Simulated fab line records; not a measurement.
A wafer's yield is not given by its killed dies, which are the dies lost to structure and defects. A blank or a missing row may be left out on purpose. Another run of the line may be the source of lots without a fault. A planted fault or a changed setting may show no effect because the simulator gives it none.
Matching of chambers | flow nandHarc | NHARC_HYBRID_BOND_ACTIVATE_00 on rieDiel-11 has 4 sister chambers
The step chemistry N2, time 60 s. 4 wafers are shown with their chamber, then 9 later ones without.

== WAFERS WITH THEIR CHAMBER ==
wafer  | chamber | showerheadPlenumPTorr (Torr)
L423.6 | 0       | 1.88
L430.1 | 3       | 1.75
L430.3 | 1       | 1.69
L430.4 | 2       | 1.86

== WAFERS WHOSE CHAMBER IS MISSING ==
wafer  | showerheadPlenumPTorr (Torr)
L431.1 | 1.68
L431.5 | 1.86
L431.6 | 1.75
L432.1 | 1.86
L432.3 | 1.68
L432.5 | 1.88
L437.1 | 1.75
L437.4 | 1.68
L437.6 | 1.86

== WHICH CHAMBER EACH WENT THROUGH ==
wafer  | from the rows above | in truth
L431.1 | 1                   | 1
L431.5 | 2                   | 2
L431.6 | 3                   | 3
L432.1 | 2                   | 2
L432.3 | 1                   | 1
L432.5 | 0                   | 0
L437.1 | 3                   | 3
L437.4 | 1                   | 1
L437.6 | 2                   | 2
Placed correctly: 9 of 9. Left unplaced by these rows: 0. Number placed wrongly: 0.
How it was worked out, from the rows above alone: a wafer's distance from a chamber is the root of the sum, over the readings, of the square of ((its reading less the chamber's mean) divided by the reading's scatter). The wafer belongs to the nearest chamber; if the next one is less than 2 further off, it can't be placed. The mean given for a chamber averages the wafers shown for that chamber. The scatter: root of mean squared gap, hidden wafer to nearest shown wafer, with one shown wafer a chamber.
